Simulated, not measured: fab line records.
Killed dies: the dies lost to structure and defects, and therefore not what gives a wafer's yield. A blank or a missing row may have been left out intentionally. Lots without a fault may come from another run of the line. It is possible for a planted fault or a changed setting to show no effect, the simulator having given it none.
Comparing a struck lot with a sound one || flow nand harc || 43 out of 1302 route steps
Sound: these wafers, L941.2, L941.4, L941.5. Wafers struck: L931.2, L931.5, L931.6. The cause is named last.
Each step with rows lists, per side, the tool, then ch with its chambers, then its first start. Under that, the readings that differ: sound wafers || struck wafers || difference of the means || sigmas: that difference in standard deviations of wafers without a fault.
alike: words and numbers the same on both sides, and readings whose means are apart by under 2 such deviations; not compared: readings that were withheld, readings missing a value for some wafer, numbers with overlapping values and no deviation given by the record, and bounds like >300 which may hide the same value.
The two part at a step that has a row with sigmas, a row that says differs or no value, or rows on one side only. When numbers do not overlap yet have no deviation, they are printed without sigmas and do not part them. Lack of a reading on every wafer of one side parts them only where that side has two or more wafers.

first, 9 steps without rows for these wafers: NHARC_P_GATE_OXIDE_02 (material SiO2, target thk 37.5 nm, ox time 365 s); NHARC_P_GATE_DEHYDRATE_03 (time 120 s); NHARC_P_GATE_HMDS_04 (time 30 s); NHARC_P_GATE_COAT_05; NHARC_P_GATE_SOFTBAKE_06 (time 95 s); NHARC_P_GATE_EBR_07; NHARC_P_GATE_EXPOSE_08 (exposes mask P HV); NHARC_P_GATE_PEB_09 (peb time 85 s); NHARC_P_GATE_DEVELOP_10 (time 70 s).
NHARC_P_GATE_CD_MEAS_11: the cd target is 1640 nm.
  sound on cd sem-01 ch 0, day 10 13:35; struck on cd sem-03 ch 0, day 6 07:53
  alike: cd nm
then, 2 steps without rows for these wafers: NHARC_P_GATE_HARDBAKE_12 (time 80 s); NHARC_P_GATE_DESCUM_13 (chemistry O2, time 3 s).
NHARC_P_GATE_ETCH_14: etches SiO2 in dHF, target depth 48.8 nm.
  sound on wet bench-09 ch 1,4,5, day 10 13:53; struck on wet bench-09 ch 1,3,4, day 6 08:11
then, 15 steps without rows for these wafers: NHARC_P_GATE_STRIP_15 (strips in SPM, time 780 s); NHARC_P_GATE_PRECLEAN_71 (cleans in SC1); NHARC_P_GATE_SRD_72; NHARC_P_GATE_OXIDE_16 (material SiO2, target thk 3 nm, ox time 392 s); NHARC_P_GATE_CVD_17 (deposits poly-Si, target thk 150 nm, time 900 s); NHARC_P_GATE_HM_DEP_102 (deposits aC, target thk 120 nm); NHARC_P_GATE_DEP_103 (deposits SiON, target thk 30 nm); NHARC_P_GATE_DEHYDRATE_18 (time 120 s); NHARC_P_GATE_HMDS_19 (time 30 s); NHARC_P_GATE_COAT_20 (resist thk 90 nm); NHARC_P_GATE_SOFTBAKE_21 (time 55 s); NHARC_P_GATE_EBR_22; NHARC_P_GATE_EXPOSE_23 (exposes mask P GATE, target cd 120 nm); NHARC_P_GATE_PEB_24 (peb time 65 s); NHARC_P_GATE_DEVELOP_25 (develop time 35 s).
NHARC_P_GATE_CD_MEAS_26: the cd target is 120 nm.
  sound on cd sem-01 ch 0, day 11 05:15; struck on cd sem-03 ch 0, day 7 00:43
  alike: cd nm
NHARC_P_GATE_OVL_MEAS_27:
  struck on overlay-01, day 7 00:47; sound on overlay-01, day 11 05:20
  alike: overlay x nm, overlay y nm
NHARC_P_GATE_INSPECT_28:
  struck on defect inspect-01, day 7 00:50; sound on defect inspect-01, day 11 05:22
  alike: raw defect count
NHARC_P_GATE_DESCUM_31: chemistry O2, time 3 s.
  sound on rie diel-03 ch 0,1,2, day 11 05:26; struck on rie diel-03 ch 2,3, day 7 00:53
  alike: drypump motor current A, oes product au, rf vpp V, showerhead plenum p Torr, throttle valve pct
  not compared: rf hours counter h
then, 1 step without rows for these wafers: NHARC_P_GATE_ETCH_104 (etches the open film in CF4/CHF3, target depth 60 nm).
NHARC_P_GATE_HM_OPEN_105: chemistry O2/COS, target depth 360 nm.
  sound: rie diel-03 ch 0,3; struck: rie diel-03 ch 0,2,3
  alike: drypump motor current A, oes product au, rf vpp V, showerhead plenum p Torr, throttle valve pct
  not compared: rf hours counter h
then, 1 step without rows for these wafers: NHARC_P_GATE_STRIP_106 (strips in O2/COS).
NHARC_P_GATE_ETCH_114: etches the open film in CF4/O2, target depth 30 nm, overetch 3 nm, time 16.5 s.
  sound: rie diel-03 ch 0,2,3; struck: rie diel-03 ch 0,1
  alike: drypump motor current A, oes product au, rf vpp V, showerhead plenum p Torr, throttle valve pct
  not compared: rf hours counter h
NHARC_P_GATE_ETCH_32: etches the open film in HBr/Cl2, target depth 150 nm, time 100.1 s.
  sound on rie si-04 ch 2,3, day 11 05:54; struck on rie si-02 ch 2,3, day 7 01:21
{"reading": "oes product au (a.u.)", "sound": "0.999 0.993 1.000", "struck": "1.014 1.016 1.021", "difference": "+0.020", "sigmas": "+2"}
  alike: drypump motor current A, throttle valve pct
  not compared: rf hours counter h
NHARC_P_GATE_STRIP_108: strips in O2.
  sound on rie diel-09 ch 2,3, day 11 06:04; struck on rie diel-03 ch 0,1,3, day 7 01:34
  alike: drypump motor current A, oes product au, rf vpp V, showerhead plenum p Torr, throttle valve pct
  not compared: rf hours counter h
NHARC_P_GATE_CD_MEAS_33:
  struck on cd sem-03, day 7 01:41; sound on cd sem-01, day 11 06:14
  alike: cd nm
then, 3 steps without rows for these wafers: NHARC_P_GATE_STRIP_35 (strips in SPM, time 600 s); NHARC_P_GATE_PRECLEAN_73 (cleans in SC1); NHARC_P_GATE_SRD_74.
-- jump in the record: it breaks off in module P_GATE and resumes in module END (first step shown: number 1302 of the route), and 19 days separate the struck wafers' starts before and after --
NHARC_END_SORT_01:
  here the record holds rows for the struck wafers (prober-02 ch 0, day 25 23:57) but none for the sound ones

WHERE THEY PART
At NHARC_P_GATE_ETCH_32 first; at NHARC_END_SORT_01 last (within this record only).

WHY: the cause the simulator had injected
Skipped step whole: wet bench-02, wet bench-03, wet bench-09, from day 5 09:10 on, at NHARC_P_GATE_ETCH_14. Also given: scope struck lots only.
